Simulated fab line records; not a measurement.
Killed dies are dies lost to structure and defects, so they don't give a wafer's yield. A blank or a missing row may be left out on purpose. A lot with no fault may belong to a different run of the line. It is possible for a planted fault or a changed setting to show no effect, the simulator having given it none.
Matching of chambers + flow n5_finfet + N5_BEOL_M7_ETCH_61 on rie_diel-03: 4 sister chambers
The step etches SiARC in CF4, target depth 45.5 nm, time 75.8 s. 4 wafers are shown with their chamber, then 8 later ones without.

## WAFERS, EACH WITH ITS CHAMBER
| wafer  | chamber | showerhead_plenum_p_Torr (Torr) |
|--------|---------|---------------------------------|
| L084.5 | 2       | 2.05                            |
| L088.5 | 0       | 2.08                            |
| L090.1 | 3       | 2.21                            |
| L097.2 | 1       | 2.13                            |

## WAFERS MISSING THEIR CHAMBER
| wafer  | showerhead_plenum_p_Torr (Torr) |
|--------|---------------------------------|
| L097.3 | 2.20                            |
| L097.5 | 2.20                            |
| L095.1 | 2.13                            |
| L095.4 | 2.04                            |
| L095.5 | 2.20                            |
| L096.1 | 2.20                            |
| L096.2 | 2.04                            |
| L096.5 | 2.13                            |

## EACH ONE'S CHAMBER
| wafer  | from the rows above | in truth |
|--------|---------------------|----------|
| L097.3 | 3                   | 3        |
| L097.5 | 3                   | 3        |
| L095.1 | 1                   | 1        |
| L095.4 | 2                   | 2        |
| L095.5 | 3                   | 3        |
| L096.1 | 3                   | 3        |
| L096.2 | 2                   | 2        |
| L096.5 | 1                   | 1        |
Placed correctly: 8 of 8. From these rows, 0 cannot be placed. Number placed wrongly: 0.
How it was worked out, from the rows above alone: a wafer's distance from a chamber is the root of the sum, over the readings, of the square of ((its reading less the chamber's mean) divided by the reading's scatter). The wafer belongs to the nearest chamber; if the next one is less than 2 further off, it can't be placed. Each chamber's mean is taken over the wafers shown for it. The scatter (one wafer shown for each chamber): square how far every hidden wafer sits from the nearest shown wafer, average those squares and take the square root.
